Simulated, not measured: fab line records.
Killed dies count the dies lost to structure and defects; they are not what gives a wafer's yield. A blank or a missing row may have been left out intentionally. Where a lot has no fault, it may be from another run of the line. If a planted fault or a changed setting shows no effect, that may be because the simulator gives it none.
fab line records	flow nandHarc
record: lots: 6	wafers: 18	lastDay: 32
route steps=1302 shown A_M1@1200 A_BONDPAD@1202
lots that met no fault: taken from a fault-free run of the same line
startH: the number of hours between the record's first day and the start of the first shown wafer of the lot	waitH: hours since the lot's step before	" as in the row above	L1.1+2: one row covering several wafers at once	- value missing, or start not given	* or withheld: withheld	< > ~ a bound
route shown NAME@n: NAME is a module with steps in the file, n the number in the route of the first one	usual: the fault-free wafers' mean and standard deviation	same: alike in all rows	chamber/n: place in a boat	sites: per-site readings	_std_site: the standard deviation of these	_edge_site: outer sites' mean less inner sites'	radiusMm: for every site, how far away it sits from the centre of the wafer	mask NAME#n: copy n	behind: the tool/chamber that last shaped the wafer	hold: why the lot was held/for how many hours/how that ended	device: whichever transistor did not switch (one of n, p or np)	end of line: the tests these same wafers got at the end of their route	a step without rows: its recipe alone	killed: count of dies lost to structure and defects at first sort (not the wafer's yield)	map: a wafer's dies, x killed, . not, _ none there
set.NAME: the run value of the setting; set.NAME@STEP: its run value at that earlier step	model.NAME: the simulator's own value behind a step, which no gauge read
a table for each step, a row for each wafer; lots at some steps of the route
services: when a tool's chamber went out of use (startH, in hours from the record's first day, below 0 if earlier), for how many hours, and the reason
== steps ==
step: NHARC_A_M1_PRE_CLEAN_32
recipe: timeS: 12	tempC: 370	rfPowerW: 300	gas: NH3
usual: heaterPowerW: 638/90
lot.wafer	tool	chamber	startH	waitH	heaterPowerW
L826.6	pecvd-04	0	566.13	0.1	779
L826.4	"	1	"	"	623
L826.5	"	2	"	"	627
L827.1	pecvd-01	2	592.74	0.1	544
L827.6	"	2	"	"	547
L827.5	"	0	"	"	593
L834.2	pecvd-02	0	676.30	0.2	741
L834.1	"	1	"	"	632
L834.4	"	2	"	"	462
L837.2	pecvd-01	2	688.42	0.1	652
L837.5	"	0	"	"	529
L837.6	"	2	"	"	677
L836.3	pecvd-04	0	693.89	0.1	778
L836.6	"	1	"	"	613
L836.5	"	2	"	"	620
L843.1	pecvd-04	0	738.15	0.1	776
L843.6	"	0	"	"	788
L843.5	"	1	"	"	647
step: NHARC_A_M1_DEP_33
recipe: targetThkA: 300	tempC: 370	targetThkNm: 30	pressureTorr: 3	flowSccm: 200	rfW: 450	material: SiCN
usual: heaterPowerW: 585/80
lot.wafer	tool	chamber	startH	waitH	heaterPowerW
L826.6	pecvd-04	0	566.30	0.2	708
L826.4	"	1	"	"	593
L826.5	"	2	"	"	574
L827.1	pecvd-01	2	592.82	0.1	564
L827.6	"	2	"	"	563
L827.5	"	0	"	"	548
L834.2	pecvd-02	0	676.41	0.1	691
L834.1	"	1	"	"	615
L834.4	"	2	"	"	502
L837.2	pecvd-01	2	688.56	0.1	521
L837.5	"	0	"	"	589
L837.6	"	2	"	"	525
L836.3	pecvd-04	0	693.97	0.1	628
L836.6	"	1	"	"	534
L836.5	"	2	"	"	573
L843.1	pecvd-04	0	738.23	0.1	679
L843.6	"	0	"	"	653
L843.5	"	1	"	"	553
step: NHARC_A_BONDPAD_DEP_00
recipe: targetThkA: 2500	tempC: 370	targetThkNm: 250	pressureTorr: 3	flowSccm: 200	rfW: 450	material: SiCN
usual: heaterPowerW: 608/79
lot.wafer	tool	chamber	startH	waitH	heaterPowerW
L826.5	pecvd-01	1	566.86	-	735
L826.6	"	2	"	"	557
L826.4	"	0	"	"	514
L827.1	pecvd-03	2	593.43	-	561
L827.6	"	1	"	"	696
L827.5	"	2	"	"	568
L834.2	pecvd-04	2	676.94	-	588
L834.1	"	1	"	"	594
L834.4	"	1	"	"	482
L837.2	pecvd-03	2	689.11	-	593
L837.6	"	0	"	"	522
L837.5	"	2	"	"	605
L836.3	pecvd-04	1	-	-	563
L836.6	"	2	"	"	604
L836.5	"	1	"	"	576
L843.1	pecvd-04	0	-	-	708
L843.6	"	0	"	"	722
L843.5	"	1	"	"	519
step: NHARC_A_BONDPAD_CMP_29
recipe: targetThkNm: 200	material: SiCN
usual: motorCurrentA: 11.8/1.7
lot.wafer	tool	chamber	startH	waitH	motorCurrentA
L826.4	cmp-01	3	567.18	-	12.7
L826.6	"	1	"	"	9.9
L826.5	"	2	"	"	12.1
L827.1	cmp-01	3	593.93	0.4	12.1
L827.5	"	2	"	"	13.5
L827.6	"	3	"	"	12.4
L834.1	cmp-04	2	677.38	-	11.1
L834.4	"	3	"	"	12.7
L834.2	"	0	"	"	8.1
L837.2	cmp-03	0	689.45	-	15.8
L837.5	"	3	"	"	13.2
L837.6	"	0	"	"	15.4
L836.3	cmp-01	1	694.99	-	10.2
L836.6	"	3	"	"	12.2
L836.5	"	0	"	"	12.8
L843.1	cmp-04	2	739.22	-	11.0
L843.5	"	1	"	"	11.8
L843.6	"	2	"	"	12.2
step: NHARC_A_BONDPAD_THK_MEAS_30
recipe: thkMeasGauge: ellipsometry
usual: thkNm: 200.3/1.5
lot.wafer	tool	chamber	startH	waitH	thkNm
L826.4	filmMetro-01	-	567.38	0.2	201.5
L826.5	"	-	"	"	201.0
L826.6	"	-	"	"	198.7
L827.1	filmMetro-01	-	594.16	0.2	198.5
L827.5	"	-	"	"	198.8
L827.6	"	-	"	"	200.9
L834.1	filmMetro-02	-	677.61	0.2	198.5
L834.2	"	-	"	"	198.3
L834.4	"	-	"	"	200.7
L837.2	filmMetro-01	-	689.68	0.2	201.5
L837.5	"	-	"	"	200.5
L837.6	"	-	"	"	199.8
L836.3	filmMetro-02	-	695.19	0.2	199.7
L836.5	"	-	"	"	201.4
L836.6	"	-	"	"	200.3
L843.1	filmMetro-02	-	739.45	0.2	198.9
L843.5	"	-	"	"	198.3
L843.6	"	-	"	"	200.3
step: NHARC_A_BONDPAD_SRD_31
step: NHARC_A_BONDPAD_DEHYDRATE_01
recipe: tempC: 150	timeS: 120
step: NHARC_A_BONDPAD_HMDS_02
recipe: timeS: 30
step: NHARC_A_BONDPAD_COAT_33
recipe: tempC: 200	timeS: 65
step: NHARC_A_BONDPAD_COAT_03
recipe: spinRpm: 2000	resistThkNm: 600
step: NHARC_A_BONDPAD_SOFTBAKE_04
recipe: tempC: 125	timeS: 70
step: NHARC_A_BONDPAD_EBR_05
step: NHARC_A_BONDPAD_EXPOSE_06
recipe: na: 0.55	doseMj: 36.99	maskId: A_BPAD
usual: exposureDoseMJCm2: 36.96/0.04	focusOffsetNm: -0.1/0.6
lot.wafer	tool	chamber	startH	waitH	mask	exposureDoseMJCm2	focusOffsetNm
L826.4	krfScanner-04	-	567.68	-	A_BPAD#0	-	-
L826.5	"	-	"	"	A_BPAD#0	-	-
L826.6	"	-	"	"	A_BPAD#0	-	-
L827.1	krfScanner-04	-	594.44	-	A_BPAD#0	-	-
L827.5	"	-	"	"	A_BPAD#0	-	-
L827.6	"	-	"	"	A_BPAD#0	-	-
L834.1	krfScanner-03	0	677.90	-	A_BPAD#0	36.96	-0.8
L834.2	"	0	"	"	A_BPAD#0	36.93	-0.3
L834.4	"	0	"	"	A_BPAD#0	36.92	-0.6
L837.2	krfScanner-03	0	689.97	-	A_BPAD#0	36.92	-1.3
L837.5	"	0	"	"	A_BPAD#0	36.92	-1.0
L837.6	"	0	"	"	A_BPAD#0	36.99	-1.5
L836.3	krfScanner-04	0	695.62	-	A_BPAD#0	36.89	-0.1
L836.5	"	0	"	"	A_BPAD#0	36.97	-0.2
L836.6	"	0	"	"	A_BPAD#0	36.89	0.8
L843.1	krfScanner-03	0	739.86	-	A_BPAD#0	37.03	-0.1
L843.5	"	0	"	"	A_BPAD#0	37.04	-1.0
L843.6	"	0	"	"	A_BPAD#0	37.03	0.4
step: NHARC_A_BONDPAD_PEB_07
recipe: pebTempC: 128	pebTimeS: 80
== services ==
tool	chamber	startH	hours	kind
pecvd-03	-	547.52	13.0	pm
cmp-04	-	553.94	3.1	repair
cmp-03	-	554.08	4.0	pm
cmp-01	-	558.45	1.2	repair
krfScanner-03	-	568.00	4.0	pm
cmp-03	-	571.25	2.3	repair
cmp-04	-	573.63	1.1	repair
cmp-04	-	574.76	26.8	repair
cmp-01	-	577.50	4.0	pm
pecvd-02	-	589.28	13.0	pm
pecvd-03	0	591.38	9.6	repair
krfScanner-03	-	616.17	2.3	repair
cmp-01	-	628.86	2.0	repair
pecvd-04	-	629.58	0.5	repair
pecvd-04	-	631.55	13.0	pm
pecvd-03	1	641.89	21.5	repair
pecvd-04	-	649.19	1.1	repair
krfScanner-04	-	667.70	0.1	repair
pecvd-01	-	673.02	13.0	pm
cmp-01	-	675.50	4.0	pm
cmp-04	-	699.56	4.0	pm
krfScanner-04	-	700.30	4.0	pm
cmp-01	-	714.10	1.6	repair
pecvd-03	-	728.52	13.0	pm
== key ==
firstSign: step: NHARC_A_BONDPAD_EXPOSE_06	reading: toolRecord	direction: missing
effect none on later readings
metAt NHARC_A_BONDPAD_EXPOSE_06
struckWafers L826.4,L826.5,L826.6,L827.1,L827.5,L827.6
laterRowsLeftOut L826.4,L826.5,L826.6,L827.1,L827.5,L827.6
sortLeftOut L826.4,L826.5,L826.6,L827.1,L827.5,L827.6
fault: kind: skippedStepWhole	tool: krfScanner-04	chamber: -	onsetH: 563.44	steps: NHARC_A_BONDPAD_EXPOSE_06	scope: struckLotsOnly
sortLeftOut: the simulated sort isn't trusted on such a fault, so these wafers' sort isn't shown, and their yield isn't known
laterRowsLeftOut: the simulator's readings of these wafers behind a module that went badly wrong aren't trusted and aren't shown, but for the sort
